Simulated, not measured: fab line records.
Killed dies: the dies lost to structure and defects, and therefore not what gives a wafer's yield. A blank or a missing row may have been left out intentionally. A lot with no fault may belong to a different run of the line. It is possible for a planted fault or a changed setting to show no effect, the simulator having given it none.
fab line records	flow n5Finfet	part 1 of 2: steps 1 to 20 of 25
record lots=5	wafers=15	lastDay=16
route steps=1938 shown DUMMY_GATE@257 SPACER0@258 SD_EPI_N@262
lots untouched by any fault: they come from a run of this same line in which no faults occurred
startH: hours from the record's opening day to when the first of the lot's shown wafers began	waitH: how many hours have passed since the lot's step before this one	" as in the row above	L1.1+2: a single row standing in for several wafers	- no value, or no start given	* or withheld: withheld	< > ~ a bound
route shown NAME@n: a module of which the file shows steps, and the number in the route of the first	usual: the fault-free wafers' mean and standard deviation	same: alike in all rows	chamber/n: place in a boat	sites: the reading at each site	_std_site: the standard deviation of these	_edge_site: the outer-site mean with the inner-site mean subtracted	radiusMm: how far each site lies from the wafer's centre	mask NAME#n: copy n	behind: tool/chamber where the wafer was last shaped	hold: why the lot went on hold/how many hours it stayed there/how the hold came to an end	device: the transistor (n, p or np) that didn't switch	end of line: the same wafers' tests at the end of the route	a step given without rows: its recipe and nothing more	killed: count of dies lost to structure and defects at first sort (not the wafer's yield)	map: a wafer's dies, x killed, . not, _ none there
set.NAME: the setting the step ran with; set.NAME@STEP: the setting that earlier step ran with	model.NAME: the simulator's own value behind a step, which no gauge read
a table for each step, a row for each wafer; lots at some steps of the route
services: when a tool's chamber went out of use (startH, in hours from the record's first day, below 0 if earlier), for how many hours, and the reason
## steps
# step N5_DUMMY_GATE_INSPECT_27
# recipe inspectInstrument=brightfield	mode=aei
# usual rawDefectCount=278/61
lot.wafer	tool	chamber	startH	waitH	rawDefectCount
L081.2	defectInspect-01	-	88.51	0.0	295
L081.3	"	-	"	"	271
L081.5	"	-	"	"	259
L089.1	defectInspect-01	-	136.48	0.0	285
L089.4	"	-	"	"	271
L089.5	"	-	"	"	308
L091.1	defectInspect-02	-	148.97	0.0	217
L091.2	"	-	"	"	307
L091.3	"	-	"	"	355
L092.2	defectInspect-02	-	157.54	0.0	371
L092.3	"	-	"	"	216
L092.5	"	-	"	"	354
L094.1	defectInspect-02	-	169.62	0.0	201
L094.5	"	-	"	"	234
L094.6	"	-	"	"	325
# step N5_SPACER0_ALD_07
# recipe material=SiNx	targetThkA=20	tempC=400	aldPrecursorFamily=SiH2I2	aldCoReactant=N2/H2-plasma	pressureTorr=2
# usual heaterPowerW=800/90
lot.wafer	tool	chamber	startH	waitH	heaterPowerW
L081.2	aldSin-04	1	88.55	0.0	810
L081.3	"	2	"	"	748
L081.5	"	1	"	"	805
L089.1	aldSin-02	2	137.09	0.6	885
L089.4	"	0	"	"	897
L089.5	"	3	"	"	847
L091.1	aldSin-04	3	149.01	0.0	688
L091.2	"	0	"	"	904
L091.3	"	1	"	"	798
L092.2	aldSin-01	1	157.62	0.1	906
L092.3	"	3	"	"	711
L092.5	"	0	"	"	688
L094.1	aldSin-01	0	169.66	0.0	699
L094.5	"	3	"	"	714
L094.6	"	0	"	"	676
# step N5_SPACER0_ALD_00
# recipe material=SiOCN	targetThkA=35	tempC=400	aldPrecursorFamily=alkyl-aminosilane	aldCoReactant=O2/N2-plasma	pulseTimeS=3	purgeTimeS=2	coReactantPurgeTimeS=2	aldCycles=58	pressureTorr=2
# usual heaterPowerW=800/89	precursorPulseHeightRel=1.000/0.02
lot.wafer	tool	chamber	startH	waitH	heaterPowerW	precursorPulseHeightRel
L081.2	aldSin-04	1	88.70	0.1	796	0.994
L081.3	"	2	"	"	763	0.995
L081.5	"	1	"	"	799	1.018
L089.1	aldSin-02	2	137.25	0.1	896	1.003
L089.4	"	0	"	"	915	1.034
L089.5	"	3	"	"	853	1.002
L091.1	aldSin-04	3	149.16	0.1	653	0.978
L091.2	"	0	"	"	880	1.002
L091.3	"	1	"	"	779	0.966
L092.2	aldSin-01	1	157.77	0.1	902	1.009
L092.3	"	3	"	"	719	1.011
L092.5	"	0	"	"	684	1.015
L094.1	aldSin-01	0	169.81	0.1	690	1.016
L094.5	"	3	"	"	741	0.982
L094.6	"	0	"	"	691	0.992
# step N5_SPACER0_ALD_08
# recipe material=SiNx	targetThkA=20	tempC=400	aldPrecursorFamily=SiH2I2	aldCoReactant=N2/H2-plasma	pressureTorr=2
# usual heaterPowerW=800/91
lot.wafer	tool	chamber	startH	waitH	heaterPowerW
L081.2	aldSin-04	1	88.96	0.1	808
L081.3	"	2	"	"	760
L081.5	"	1	"	"	791
L089.1	aldSin-02	2	137.50	0.1	892
L089.4	"	0	"	"	910
L089.5	"	3	"	"	829
L091.1	aldSin-04	3	149.42	0.1	657
L091.2	"	0	"	"	895
L091.3	"	1	"	"	816
L092.2	aldSin-01	1	158.03	0.1	914
L092.3	"	3	"	"	722
L092.5	"	0	"	"	684
L094.1	aldSin-01	0	170.07	0.1	687
L094.5	"	3	"	"	711
L094.6	"	0	"	"	686
# step N5_SPACER0_INSPECT_04
# recipe inspectInstrument=darkfield	mode=postDep
# usual rawDefectCount=129/27
lot.wafer	tool	chamber	startH	waitH	rawDefectCount
L081.2	defectInspect-01	-	89.11	0.1	141
L081.3	"	-	"	"	112
L081.5	"	-	"	"	130
L089.1	defectInspect-02	-	137.66	0.1	162
L089.4	"	-	"	"	128
L089.5	"	-	"	"	116
L091.1	defectInspect-01	-	149.57	0.1	100
L091.2	"	-	"	"	130
L091.3	"	-	"	"	167
L092.2	defectInspect-01	-	158.19	0.1	145
L092.3	"	-	"	"	122
L092.5	"	-	"	"	152
L094.1	defectInspect-01	-	170.23	0.1	125
L094.5	"	-	"	"	113
L094.6	"	-	"	"	211
# step N5_SD_EPI_N_COAT_32
# recipe resist=SOC	tempC=250	timeS=60	spinRpm=1500	resistThkNm=350
# usual chillPlateTempC=22.98/0.096	heaterPowerTotalW=500.4/1.8
lot.wafer	tool	chamber	startH	waitH	chillPlateTempC	heaterPowerTotalW
L081.2	lithoTrack-03	0	89.14	0.0	23.02	498.3
L081.3	"	0	"	"	23.14	502.8
L081.5	"	0	"	"	23.12	498.8
L089.1	lithoTrack-01	0	137.69	0.0	22.92	498.8
L089.4	"	0	"	"	22.90	499.0
L089.5	"	0	"	"	22.91	500.0
L091.1	lithoTrack-01	0	149.61	0.0	23.02	497.4
L091.2	"	0	"	"	23.12	500.2
L091.3	"	0	"	"	23.14	501.2
L092.2	lithoTrack-01	0	158.22	0.0	22.87	498.9
L092.3	"	0	"	"	22.86	501.3
L092.5	"	0	"	"	22.91	499.3
L094.1	lithoTrack-05	0	170.26	0.0	22.87	497.9
L094.5	"	0	"	"	23.09	499.9
L094.6	"	0	"	"	23.08	502.9
# step N5_SD_EPI_N_COAT_33
# recipe resist=SiARC	tempC=220	timeS=60	spinRpm=1500	resistThkNm=35
# usual chillPlateTempC=23.00/0.093	heaterPowerTotalW=427.7/2.1
lot.wafer	tool	chamber	startH	waitH	chillPlateTempC	heaterPowerTotalW
L081.2	lithoTrack-03	0	-	-	22.99	429.3
L081.3	"	0	"	"	23.01	426.1
L081.5	"	0	"	"	23.03	424.5
L089.1	lithoTrack-01	0	-	-	22.95	425.7
L089.4	"	0	"	"	22.95	424.4
L089.5	"	0	"	"	22.93	427.1
L091.1	lithoTrack-01	0	-	-	23.05	429.4
L091.2	"	0	"	"	22.94	424.2
L091.3	"	0	"	"	22.98	424.9
L092.2	lithoTrack-01	0	-	-	23.01	425.0
L092.3	"	0	"	"	23.09	428.9
L092.5	"	0	"	"	23.05	428.2
L094.1	lithoTrack-05	0	-	-	23.02	426.9
L094.5	"	0	"	"	22.96	430.2
L094.6	"	0	"	"	23.06	425.9
# step N5_SD_EPI_N_COAT_03
# recipe resist=CAR-ArF-block	spinRpm=1500	resistThkNm=150
# usual chillPlateTempC=23.01/0.11
lot.wafer	tool	chamber	startH	waitH	chillPlateTempC
L081.2	lithoTrack-03	0	-	-	22.82
L081.3	"	0	"	"	23.04
L081.5	"	0	"	"	23.14
L089.1	lithoTrack-01	0	-	-	23.12
L089.4	"	0	"	"	23.10
L089.5	"	0	"	"	23.09
L091.1	lithoTrack-01	0	-	-	22.94
L091.2	"	0	"	"	22.94
L091.3	"	0	"	"	23.02
L092.2	lithoTrack-01	0	-	-	22.86
L092.3	"	0	"	"	22.98
L092.5	"	0	"	"	23.07
L094.1	lithoTrack-05	0	-	-	22.92
L094.5	"	0	"	"	22.98
L094.6	"	0	"	"	22.80
# step N5_SD_EPI_N_EBR_05
# recipe solvent=PGMEA	ebrWidthMm=1.5
# usual chillPlateTempC=23.00/0.11
lot.wafer	tool	chamber	startH	waitH	chillPlateTempC
L081.2	lithoTrack-03	0	-	-	22.92
L081.3	"	0	"	"	23.04
L081.5	"	0	"	"	23.17
L089.1	lithoTrack-01	0	-	-	23.01
L089.4	"	0	"	"	23.15
L089.5	"	0	"	"	23.09
L091.1	lithoTrack-01	0	-	-	23.07
L091.2	"	0	"	"	23.16
L091.3	"	0	"	"	23.01
L092.2	lithoTrack-01	0	-	-	23.03
L092.3	"	0	"	"	23.02
L092.5	"	0	"	"	22.95
L094.1	lithoTrack-05	0	-	-	22.98
L094.5	"	0	"	"	22.99
L094.6	"	0	"	"	23.14
# step N5_SD_EPI_N_SOFTBAKE_04
# recipe tempC=110	timeS=60	resist=CAR-ArF-block
# usual chillPlateTempC=22.99/0.11	heaterPowerTotalW=175.3/1.6
lot.wafer	tool	chamber	startH	waitH	chillPlateTempC	heaterPowerTotalW
L081.2	lithoTrack-03	0	-	-	22.92	173.1
L081.3	"	0	"	"	22.97	176.0
L081.5	"	0	"	"	23.00	173.1
L089.1	lithoTrack-01	0	-	-	23.13	175.0
L089.4	"	0	"	"	22.93	174.3
L089.5	"	0	"	"	23.21	173.0
L091.1	lithoTrack-01	0	-	-	23.05	173.1
L091.2	"	0	"	"	23.02	176.6
L091.3	"	0	"	"	23.04	175.4
L092.2	lithoTrack-01	0	-	-	22.73	176.5
L092.3	"	0	"	"	22.76	177.5
L092.5	"	0	"	"	22.80	173.4
L094.1	lithoTrack-05	0	-	-	22.83	176.0
L094.5	"	0	"	"	22.76	173.0
L094.6	"	0	"	"	22.86	173.0
# step N5_SD_EPI_N_EXPOSE_06
# recipe maskId=SD_N_BLK	na=1.35	sourceShape=conventional	sigmaOuter=0.8	polarization=unpolarized	targetCdNm=120	doseMj=39.75
# usual exposureDoseMJCm2=39.72/0.039
lot.wafer	tool	chamber	startH	waitH	mask	exposureDoseMJCm2
L081.2	arfiScanner-03	0	89.39	-	SD_N_BLK#0	39.76
L081.3	"	0	"	"	SD_N_BLK#0	39.73
L081.5	"	0	"	"	SD_N_BLK#0	39.71
L089.1	arfiScanner-01	0	137.93	-	SD_N_BLK#0	39.67
L089.4	"	0	"	"	SD_N_BLK#0	39.76
L089.5	"	0	"	"	SD_N_BLK#0	39.66
L091.1	arfiScanner-03	0	149.85	-	SD_N_BLK#0	39.77
L091.2	"	0	"	"	SD_N_BLK#0	39.77
L091.3	"	0	"	"	SD_N_BLK#0	39.78
L092.2	arfiScanner-01	0	158.47	-	SD_N_BLK#0	39.74
L092.3	"	0	"	"	SD_N_BLK#0	39.77
L092.5	"	0	"	"	SD_N_BLK#0	39.82
L094.1	arfiScanner-02	0	170.50	-	SD_N_BLK#0	39.74
L094.5	"	0	"	"	SD_N_BLK#0	39.73
L094.6	"	0	"	"	SD_N_BLK#0	39.71
# step N5_SD_EPI_N_PEB_07
# recipe pebTempC=110	pebTimeS=60	resist=CAR-ArF-block
# usual chillPlateTempC=23.00/0.1	heaterPowerTotalW=175.5/1.7
lot.wafer	tool	chamber	startH	waitH	chillPlateTempC	heaterPowerTotalW
L081.2	lithoTrack-01	0	89.45	0.0	23.12	174.2
L081.3	"	0	"	"	22.99	173.4
L081.5	"	0	"	"	23.24	176.0
L089.1	lithoTrack-05	0	137.99	0.1	22.88	173.3
L089.4	"	0	"	"	22.99	176.0
L089.5	"	0	"	"	22.93	173.6
L091.1	lithoTrack-05	0	149.91	0.1	23.02	173.0
L091.2	"	0	"	"	23.08	176.3
L091.3	"	0	"	"	23.00	176.9
L092.2	lithoTrack-05	0	158.52	0.0	22.91	177.5
L092.3	"	0	"	"	22.94	177.6
L092.5	"	0	"	"	22.76	177.5
L094.1	lithoTrack-03	0	170.56	0.1	22.91	176.5
L094.5	"	0	"	"	22.99	177.4
L094.6	"	0	"	"	22.95	174.5
# step N5_SD_EPI_N_DEVELOP_08
# recipe developTimeS=30	developer=TMAH	resist=CAR-ArF-block	devTempC=23	rinseLiquid=diw	dry=airSpin
# usual chillPlateTempC=23.00/0.11
lot.wafer	tool	chamber	startH	waitH	chillPlateTempC
L081.2	lithoTrack-01	0	-	-	23.04
L081.3	"	0	"	"	22.97
L081.5	"	0	"	"	22.90
L089.1	lithoTrack-05	0	-	-	23.01
L089.4	"	0	"	"	23.17
L089.5	"	0	"	"	22.96
L091.1	lithoTrack-05	0	-	-	23.03
L091.2	"	0	"	"	23.01
L091.3	"	0	"	"	23.15
L092.2	lithoTrack-05	0	-	-	22.95
L092.3	"	0	"	"	22.81
L092.5	"	0	"	"	23.10
L094.1	lithoTrack-03	0	-	-	22.91
L094.5	"	0	"	"	22.91
L094.6	"	0	"	"	23.05
# step N5_SD_EPI_N_CD_MEAS_09
# recipe targetCdNm=120	landingEnergyEv=500	detector=seInlens
# usual cdNm=119.8/0.72
lot.wafer	tool	chamber	startH	waitH	cdNm
L081.2	cdSem-01	0	89.51	-	119.4
L081.3	"	0	"	"	120.6
L081.5	"	0	"	"	119.5
L089.1	cdSem-03	0	138.06	-	119.6
L089.4	"	0	"	"	119.8
L089.5	"	0	"	"	119.8
L091.1	cdSem-01	0	149.97	-	118.5
L091.2	"	0	"	"	119.0
L091.3	"	0	"	"	118.6
L092.2	cdSem-01	0	158.59	-	120.5
L092.3	"	0	"	"	120.0
L092.5	"	0	"	"	119.9
L094.1	cdSem-02	0	170.63	-	121.6
L094.5	"	0	"	"	121.2
L094.6	"	0	"	"	121.5
# step N5_SD_EPI_N_OVL_MEAS_10
# recipe pointsPerWafer=44
# usual SD_N_BLK_OVL=-0.4/0.81
lot.wafer	tool	chamber	startH	waitH	SD_N_BLK_OVL[nm]
L081.2	overlay-02	0	89.54	0.0	-0.4
L081.3	"	0	"	"	0.6
L081.5	"	0	"	"	1.0
L089.1	overlay-02	0	138.09	0.0	0.2
L089.4	"	0	"	"	-0.5
L089.5	"	0	"	"	-0.4
L091.1	overlay-01	0	150.00	0.0	-2.2
L091.2	"	0	"	"	-1.6
L091.3	"	0	"	"	-2.2
L092.2	overlay-02	0	158.62	0.0	-0.8
L092.3	"	0	"	"	0.1
L092.5	"	0	"	"	0.0
L094.1	overlay-01	0	170.66	0.0	-0.8
L094.5	"	0	"	"	0.1
L094.6	"	0	"	"	0.3
# step N5_SD_EPI_N_INSPECT_11
# recipe mode=adi	inspectInstrument=macro
# usual rawDefectCount=2.1/1.4
lot.wafer	tool	chamber	startH	waitH	rawDefectCount
L081.2	defectInspect-01	-	89.57	0.0	4
L081.3	"	-	"	"	1
L081.5	"	-	"	"	1
L089.1	defectInspect-01	-	138.11	0.0	2
L089.4	"	-	"	"	0
L089.5	"	-	"	"	2
L091.1	defectInspect-01	-	150.03	0.0	0
L091.2	"	-	"	"	3
L091.3	"	-	"	"	1
L092.2	defectInspect-01	-	158.64	0.0	1
L092.3	"	-	"	"	0
L092.5	"	-	"	"	1
L094.1	defectInspect-01	-	170.68	0.0	2
L094.5	"	-	"	"	1
L094.6	"	-	"	"	2
# step N5_SD_EPI_N_DESCUM_14
# recipe chemistry=O2	timeS=7.9	sourcePowerW=50	biasPowerW=20	pressureMtorr=20	rfFrequencyHz=2.712e+07	tempC=40	resist=CAR-ArF-block	o2FlowSccm=225
# usual drypumpMotorCurrentA=5.9/0.54	oesProductAu=0.78/0.084	rfVppV=243.3/1.5	showerheadPlenumPTorr=2.10/0.07	throttleValvePct=20.46/0.24
lot.wafer	tool	chamber	startH	waitH	drypumpMotorCurrentA	oesProductAu	rfHoursCounterH	rfVppV	showerheadPlenumPTorr	throttleValvePct
L081.2	rieDiel-04	1	89.71	0.1	5.9	0.68	236	242.4	2.06	20.62
L081.3	"	0	"	"	6.5	0.70	215	241.6	2.08	20.60
L081.5	"	1	"	"	6.0	0.68	-	242.3	2.06	20.64
L089.1	rieDiel-04	2	138.27	0.2	5.8	0.86	52	241.9	2.04	20.46
L089.4	"	0	"	"	6.5	0.70	233	242.5	2.07	20.64
L089.5	"	3	"	"	6.0	0.87	-	244.3	2.22	20.30
L091.1	rieDiel-04	1	150.06	0.0	5.9	0.67	253	241.4	2.05	20.66
L091.2	"	3	"	"	6.0	0.86	46	245.9	2.22	20.29
L091.3	"	2	"	"	5.8	0.85	57	242.5	2.04	20.48
L092.2	rieDiel-04	2	158.68	0.0	5.8	0.84	60	240.9	2.04	20.48
L092.3	"	3	"	"	6.0	0.86	49	244.7	2.22	20.30
L092.5	"	3	"	"	6.0	0.85	-	245.5	2.22	20.29
L094.1	rieDiel-06	2	170.72	0.0	5.9	0.72	155	242.9	2.01	20.27
L094.5	"	3	"	"	4.9	0.81	-	241.8	2.11	20.48
L094.6	"	2	"	"	5.9	0.73	-	242.0	2.01	20.27
# step N5_SD_EPI_N_ETCH_34
# recipe chemistry=CF4	target=SiARC	targetDepthA=455	maskMaterial=CAR-ArF-block	timeS=75.8	ionEnergyEv=80	pressureMtorr=40	sourceW=545	biasW=36	Ar_flow_sccm=100	cf4FlowSccm=100	ends=cleared
# usual biasW=35.99/0.11	cf4FlowSccm=100.0/0.3	drypumpMotorCurrentA=5.8/0.54	etchRfOnTimeS=75.8/1.1	mfcArSccm=100.01/0.26	oesProductAu=0.67/0.071	rfVppV=184.1/1.1	showerheadPlenumPTorr=2.14/0.067	throttleValvePct=15.62/0.23
lot.wafer	tool	chamber	startH	waitH	biasW	cf4FlowSccm	drypumpMotorCurrentA	etchRfOnTimeS	mfcArSccm	oesProductAu	rfHoursCounterH	rfVppV	showerheadPlenumPTorr	throttleValvePct
L081.2	rieDiel-04	1	89.75	0.0	35.82	99.8	6.0	76.4	100.27	0.58	236	183.5	2.11	15.90
L081.3	"	0	"	"	36.03	100.2	6.5	76.4	99.50	0.59	215	184.0	2.13	15.81
L081.5	"	1	"	"	36.03	99.8	6.0	75.6	100.21	0.59	-	182.8	2.11	15.88
L089.1	rieDiel-04	2	138.31	0.0	36.06	99.6	5.9	75.2	100.31	0.73	52	183.5	2.09	15.53
L089.4	"	0	"	"	36.12	100.4	6.5	77.2	99.81	0.58	233	184.0	2.12	15.84
L089.5	"	3	"	"	36.00	100.2	6.0	75.2	99.72	0.74	-	186.1	2.27	15.44
L091.1	rieDiel-04	1	150.10	0.0	36.04	99.7	5.9	76.8	100.00	0.57	253	185.1	2.10	15.90
L091.2	"	3	"	"	36.09	99.8	6.0	75.8	99.65	0.74	46	184.8	2.27	15.44
L091.3	"	2	"	"	36.14	100.0	5.8	75.8	99.66	0.72	57	184.8	2.08	15.56
L092.2	rieDiel-04	2	158.71	0.0	35.96	100.0	5.8	74.5	100.01	0.73	60	182.4	2.08	15.54
L092.3	"	3	"	"	35.95	99.8	6.0	74.8	100.21	0.74	49	186.0	2.27	15.45
L092.5	"	3	"	"	35.95	99.9	6.0	74.6	99.89	0.72	-	185.4	2.26	15.45
L094.1	rieDiel-06	2	170.75	0.0	35.89	100.3	5.9	76.3	100.08	0.61	155	183.2	2.06	15.48
L094.5	"	3	"	"	35.94	100.2	4.9	75.0	99.86	0.69	-	184.2	2.16	15.62
L094.6	"	2	"	"	35.85	100.5	6.0	77.6	99.96	0.62	-	184.3	2.06	15.49
# step N5_SD_EPI_N_ETCH_35
# recipe chemistry=N2/H2	target=SOC	overetchA=1080	maskMaterial=SiARC	tempC=40	ionEnergyEv=100	sourceW=3000	biasW=133	pressureMtorr=20	timeS=486	n2FlowSccm=200	h2FlowSccm=200
# usual biasW=133.0/0.39	drypumpMotorCurrentA=5.9/0.54	oesProductAu=0.70/0.07	rfVppV=240.8/1.3	showerheadPlenumPTorr=2.54/0.084	throttleValvePct=23.9/0.31
lot.wafer	tool	chamber	startH	waitH	biasW	drypumpMotorCurrentA	oesProductAu	rfHoursCounterH	rfVppV	showerheadPlenumPTorr	throttleValvePct
L081.2	rieDiel-04	1	89.80	0.0	132.8	5.9	0.62	237	239.0	2.50	24.0
L081.3	"	0	"	"	133.2	6.5	0.63	215	240.8	2.50	23.7
L081.5	"	1	"	"	133.4	5.9	0.61	-	240.1	2.50	23.9
L089.1	rieDiel-04	2	138.36	0.0	133.1	5.9	0.76	52	239.6	2.47	23.9
L089.4	"	0	"	"	133.1	6.5	0.62	233	240.8	2.50	23.8
L089.5	"	3	"	"	133.1	6.1	0.77	-	243.4	2.70	23.7
L091.1	rieDiel-04	1	150.15	0.0	133.0	5.9	0.60	253	241.2	2.50	24.0
L091.2	"	3	"	"	132.7	6.1	0.76	46	242.8	2.69	23.7
L091.3	"	2	"	"	133.1	5.9	0.75	57	238.6	2.47	23.9
L092.2	rieDiel-04	2	158.77	0.0	133.0	5.8	0.75	60	238.3	2.47	23.9
L092.3	"	3	"	"	133.0	6.0	0.76	49	242.3	2.69	23.7
L092.5	"	3	"	"	133.0	6.0	0.76	-	242.8	2.69	23.7
L094.1	rieDiel-06	2	170.81	0.0	132.9	6.0	0.65	155	238.0	2.43	23.5
L094.5	"	3	"	"	133.2	4.9	0.71	-	242.1	2.57	24.2
L094.6	"	2	"	"	133.5	5.9	0.66	-	240.8	2.43	23.5
# step N5_SD_EPI_N_STRIP_36
# recipe chemistry=N2/H2	tempC=40	n2FlowSccm=200	h2FlowSccm=200	rfFrequencyHz=6e+07
lot.wafer	tool	chamber	startH	waitH
L081.2+3+5	rieDiel-04	1,0,1	90.12	0.2
L089.1+4+5	rieDiel-04	2,0,3	138.68	0.2
L091.1+2+3	rieDiel-04	1,3,2	150.47	0.2
L092.2+3+5	rieDiel-04	2,3,3	159.08	0.2
L094.1+5+6	rieDiel-06	2,3,2	171.12	0.2
